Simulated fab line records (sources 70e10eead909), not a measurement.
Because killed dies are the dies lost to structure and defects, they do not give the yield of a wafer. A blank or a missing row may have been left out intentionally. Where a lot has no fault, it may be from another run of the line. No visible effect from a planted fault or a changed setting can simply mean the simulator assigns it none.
Comparing a struck lot with a sound one -- flow nand_harc -- 19 out of 1302 route steps
Sound: these wafers, L919.1, L919.2, L919.4. Struck: wafer L928.1. At the end, the cause is stated.
For every step that has rows: the tool of each side, followed by ch and its chambers, followed by its first start. Under that, the readings that differ: sound wafers -- struck wafers -- difference of the means -- sigmas: that difference in standard deviations of wafers without a fault.
alike: a reading whose means differ by less than 2 such deviations, as well as words and numbers matching on both sides. not compared: withheld readings; readings where some wafer has no value; bounds like >300 that might hide an equal value; numbers whose values overlap and for which the record gives no deviation.
Wherever a step has rows on one side only, a row that says differs or no value, or a row with sigmas, the two part there. Numbers that don't overlap but have no deviation are shown without sigmas and don't part them. A reading missing from all wafers of one side parts the sides only when that side holds two or more wafers.

NHARC_P_M1_INSPECT_27:
  sound on defect_inspect-02, day 6 17:11; struck on defect_inspect-02, day 10 14:13
  alike: raw_defect_count
NHARC_P_M1_PRE_CLEAN_32: time 12 s.
  sound on pecvd-03 ch 0,1, day 6 17:16; struck on pecvd-01 ch 0, day 10 14:20
  alike: heater_power_w
NHARC_P_M1_DEP_33: deposits SiCN, target thk 30 nm.
  sound on pecvd-03 ch 0,1, day 6 17:20; struck on pecvd-01 ch 0, day 10 14:25
  alike: heater_power_w, showerhead_vpp_V
then, 8 steps without rows for these wafers: NHARC_P_M2_DEP_00 (deposits SiOC, target thk 182.5 nm); NHARC_P_M2_DEHYDRATE_01 (time 120 s); NHARC_P_M2_HMDS_02 (time 30 s); NHARC_P_M2_COAT_34 (time 65 s); NHARC_P_M2_COAT_03 (resist thk 90 nm); NHARC_P_M2_SOFTBAKE_04 (time 55 s); NHARC_P_M2_EBR_05; NHARC_P_M2_EXPOSE_06 (exposes mask P M2, target cd 170 nm).
NHARC_P_M2_PEB_07: peb time 65 s.
  sound on litho_track-01 ch 0, day 6 18:59; struck on litho_track-01 ch 0, day 10 15:39
reading,sound,struck,difference,sigmas
plate_temp_C (C),100.11 99.91 100.06,99.45,-0.58,-5
then, 1 step without rows for these wafers: NHARC_P_M2_DEVELOP_08 (develop time 35 s).
NHARC_P_M2_CD_MEAS_09: target cd 170 nm.
  sound on cd_sem-03 ch 0, day 6 19:04; struck on cd_sem-03 ch 0
reading,sound,struck,difference,sigmas
cd_nm (nm),169.0 170.8 168.9,167.3,-2.3,-3
  not compared: hold
NHARC_P_M2_OVL_MEAS_10: pitch 340 nm.
  sound on overlay-02, day 6 19:10; struck on overlay-02, day 10 16:01
  alike: overlay_x_nm, overlay_y_nm
NHARC_P_M2_INSPECT_11:
  sound on defect_inspect-02, day 6 19:12; struck on defect_inspect-01, day 10 16:04
  alike: raw_defect_count
NHARC_P_M2_DESCUM_14: chemistry O2, time 3 s.
  sound on rie_diel-11 ch 0,1,2, day 6 19:16; struck on rie_diel-11 ch 2, day 10 16:08
reading,sound,struck,difference,sigmas
rf_hours_counter_h (h),2.9 1.8 2.3,5.1,+2.8,
model.P_M2.cd_nm (nm),168.5 171 168.2,166.4,-2.8,
  alike: drypump_motor_current_A, oes_product_au, rf_vpp_V, showerhead_plenum_p_Torr, throttle_valve_pct
NHARC_P_M2_ETCH_35: etches the open film in N2/H2, target depth 40 nm, overetch 12 nm, time 43.94 s.
  sound on rie_diel-11 ch 0,2,3, day 6 19:20; struck on rie_diel-11 ch 0, day 10 16:13
reading,sound,struck,difference,sigmas
rf_hours_counter_h (h),1.8 2.9 2.8,6.4,+3.9,
  alike: drypump_motor_current_A, h2_flow_sccm, oes_product_au, rf_vpp_V, showerhead_plenum_p_Torr, throttle_valve_pct
-- jump in the record: it breaks off in module P_M2 and resumes in module END (first step shown: number 1302 of the route), and 18 days separate the struck wafers' starts before and after --
NHARC_END_SORT_01:
  the record has rows for the struck wafers here (prober-01 ch 0, day 28 14:14) and none for the sound ones

WHERE THEY PART
Earliest at NHARC_P_M2_PEB_07; latest, in this record, at NHARC_END_SORT_01.

WHY: the cause the simulator had injected
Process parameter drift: litho_track-01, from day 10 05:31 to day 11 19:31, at NHARC_P_M2_PEB_07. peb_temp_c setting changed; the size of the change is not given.
